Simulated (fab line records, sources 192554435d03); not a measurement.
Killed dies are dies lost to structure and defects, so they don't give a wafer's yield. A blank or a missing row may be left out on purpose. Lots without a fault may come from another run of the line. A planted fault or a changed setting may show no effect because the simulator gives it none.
Chamber matching | flow n5_finfet | N5_BEOL_M15_DESCUM_33 on rie_diel-01: 4 sister chambers
The step chemistry O2, time 7.9 s. 14 wafers are shown with their chamber, then 7 later ones without.

WAFERS WITH THEIR CHAMBER
wafer  | chamber | showerhead_plenum_p_Torr (Torr) | drypump_motor_current_A (A) | throttle_valve_pct (%)
L074.2 | 0       | 2.06                            | 6.1                         | 20.51
L074.3 | 3       | 2.09                            | 6.7                         | 20.52
L074.4 | 2       | 2.06                            | 6.0                         | 20.57
L079.1 | 3       | 2.09                            | 6.7                         | 20.54
L079.2 | 0       | 2.06                            | 6.1                         | 20.52
L079.6 | 3       | 2.09                            | 6.7                         | 20.53
L081.2 | 3       | 2.09                            | 6.7                         | 20.55
L081.4 | 2       | 2.05                            | 6.0                         | 20.62
L081.5 | 0       | 2.06                            | 6.1                         | 20.55
L080.1 | 1       | 2.00                            | 5.8                         | 20.14
L080.2 | 2       | 2.05                            | 6.0                         | 20.60
L080.4 | 0       | 2.06                            | 6.1                         | 20.54
L085.1 | 0       | 2.06                            | 6.1                         | 20.54
L085.3 | 1       | 2.00                            | 5.9                         | 20.14

SIGNATURES (means of the wafers above)
reading                  | chamber 0 | chamber 1 | chamber 2 | chamber 3 | scatter within a chamber
showerhead_plenum_p_Torr | 2.0600    | 2.0000    | 2.0533    | 2.0900    | 0.00258
drypump_motor_current_A  | 6.100     | 5.850     | 6.000     | 6.700     | 0.0224
throttle_valve_pct       | 20.5320   | 20.1400   | 20.5967   | 20.5350   | 0.0169
Rule: a wafer's distance from a chamber is the root of the sum, over the readings, of the square of ((its reading less the chamber's mean) divided by the reading's scatter). The wafer belongs to the nearest chamber; if the next one is less than 2 further off, it can't be placed. The scatter: the root of (the sum of the squares of (reading less its chamber's mean) over the shown wafers, divided by (wafers less chambers)).

WAFERS WITHOUT THEIR CHAMBER
wafer  | showerhead_plenum_p_Torr (Torr) | drypump_motor_current_A (A) | throttle_valve_pct (%)
L085.5 | 2.06                            | 6.1                         | 20.53
L091.2 | 2.05                            | 6.1                         | 20.64
L091.3 | 2.05                            | 6.1                         | 20.56
L091.6 | 2.05                            | 6.1                         | 20.56
L093.1 | 2.05                            | 6.1                         | 20.57
L093.2 | 2.04                            | 6.0                         | 20.64
L093.4 | 2.08                            | 6.7                         | 20.58

WHICH CHAMBER EACH WENT THROUGH
wafer  | from the rows above     | in truth
L085.5 | 0                       | 0
L091.2 | 2                       | 2
L091.3 | can't be placed: 0 or 2 | 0
L091.6 | can't be placed: 0 or 2 | 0
L093.1 | can't be placed: 0 or 2 | 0
L093.2 | 2                       | 2
L093.4 | 3                       | 3
Placed correctly: 4 of 7. Can't be placed from these rows: 3 (the true chamber is among the candidates in 3). Placed wrongly: 0.
